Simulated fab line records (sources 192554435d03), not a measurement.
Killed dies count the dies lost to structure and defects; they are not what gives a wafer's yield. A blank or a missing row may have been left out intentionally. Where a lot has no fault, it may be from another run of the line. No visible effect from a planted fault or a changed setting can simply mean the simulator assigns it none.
A lot that was struck, set against a sound lot | flow n5Finfet | 25 out of 1938 route steps
Sound: the wafers L903.1, L903.2, L903.5. Struck: wafers L908.4, L908.5, L908.6. At the end, the cause is stated.
For every step that has rows: the tool of each side, followed by ch and its chambers, followed by its first start. Under that, the readings that differ: sound wafers | struck wafers | difference of the means | sigmas: that difference in standard deviations of wafers without a fault.
alike: readings with means less than 2 such deviations apart, plus words and numbers identical on both sides. not compared: withheld readings, readings lacking a value on some wafer, bounds such as >300 that could conceal the same value, and numbers that have no deviation in the record and whose values overlap.
Wherever a step has rows on one side only, a row that says differs or no value, or a row with sigmas, the two part there. Non-overlapping numbers with no deviation appear without sigmas and do not part them. A reading that every wafer of one side lacks parts them only if that side has two wafers or more.

first, 11 steps without rows for these wafers: N5_BEOL_M13_VIA_ETCH_16 (etches SiOC in C4F8/O2/Ar, target depth 921.7 nm); N5_BEOL_M13_STRIP_63 (strips in N2/H2); N5_BEOL_M13_STRIP_64 (strips in N2/H2); N5_BEOL_M13_STRIP_71 (strips in post etch residue remover, time 60 s); N5_BEOL_M13_SRD_72 (time 30 s, dry time 30 s); N5_BEOL_M13_COAT_65 (time 60 s, resist thk 350 nm); N5_BEOL_M13_COAT_66 (time 60 s, resist thk 110 nm); N5_BEOL_M13_COAT_22 (resist thk 300 nm); N5_BEOL_M13_EBR_24; N5_BEOL_M13_SOFTBAKE_23 (time 60 s); N5_BEOL_M13_EXPOSE_25 (exposes mask M13, target cd 210 nm).
N5_BEOL_M13_PEB_26: peb time 90 s.
  sound on lithoTrack-01 ch 0, day 14 01:32; struck on lithoTrack-01 ch 0, day 14 20:13
reading               | sound             | struck            | difference | sigmas
heaterPowerTotalW (W) | 173.9 173.3 172.8 | 172.0 171.2 172.5 | -1.4       | -2
then, 2 steps without rows for these wafers: N5_BEOL_M13_DEVELOP_27 (develop time 45 s); N5_BEOL_M13_HARDBAKE_32 (time 120 s).
N5_BEOL_M13_CD_MEAS_28 targets a cd of 209.5 nm.
  sound on cdSem-01 ch 0, day 14 01:39; struck on cdSem-03 ch 0, day 14 20:20
reading   | sound             | struck            | difference | sigmas
cdNm (nm) | 209.3 209.8 210.4 | 215.1 215.0 213.3 | +4.6       | +4
N5_BEOL_M13_DESCUM_33: chemistry O2, time 7.9 s.
  sound on rieDiel-05 ch 0,2,3, day 14 01:44; struck on rieDiel-05 ch 0,1, day 14 20:32
reading                  | sound             | struck          | difference | sigmas
model.BEOL_M13.cdNm (nm) | 209.6 209.4 210.4 | 215 215.2 213.2 | +5         | 
  alike: drypumpMotorCurrentA, oesProductAu, rfVppV, showerheadPlenumPTorr, throttleValvePct
  not compared: rfHoursCounterH
then, 6 steps without rows for these wafers: N5_BEOL_M13_ETCH_67 (etches SiARC in CF4, target depth 143 nm, time 238.3 s); N5_BEOL_M13_ETCH_68 (etches SOC in N2/H2, time 355 s); N5_BEOL_M13_STRIP_69 (strips in N2/H2); N5_BEOL_M13_TRENCH_ETCH_34 (etches SiOC in C4F8/O2/Ar, target depth 413.47 nm, time 162.6 s); N5_BEOL_M13_STRIP_70 (strips in C4F8/O2/Ar); N5_BEOL_M13_STRIP_37 (strips in N2/H2).
N5_BEOL_M13_ETCH_38: etches SiCN in CF4/N2, target depth 67.5 nm, time 71.9 s.
  sound on rieDiel-06 ch 0,1,2, day 14 02:51; struck on rieDiel-01 ch 0,1,2, day 14 22:40
reading                  | sound             | struck          | difference | sigmas
model.BEOL_M13.cdNm (nm) | 211.6 209.2 211.8 | 213.4 213.8 214 | +2.9       | 
  alike: drypumpMotorCurrentA, oesProductAu, rfVppV, showerheadPlenumPTorr, throttleValvePct
  not compared: rfHoursCounterH
then, 1 step without rows for these wafers: N5_BEOL_M13_PRECLEAN_39 (cleans in residue remover, time 60 s).
N5_PASSIVATION_PROBE_49:
  only the struck wafers here have rows in the record (prober-01, day 16 02:50); the sound ones have none

== WHERE THEY PART ==
First at N5_BEOL_M13_PEB_26; last, within this record, at N5_PASSIVATION_PROBE_49.

WHY: what the simulator had put in
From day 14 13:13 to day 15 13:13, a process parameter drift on lithoTrack-01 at N5_BEOL_M13_PEB_26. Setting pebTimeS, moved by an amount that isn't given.
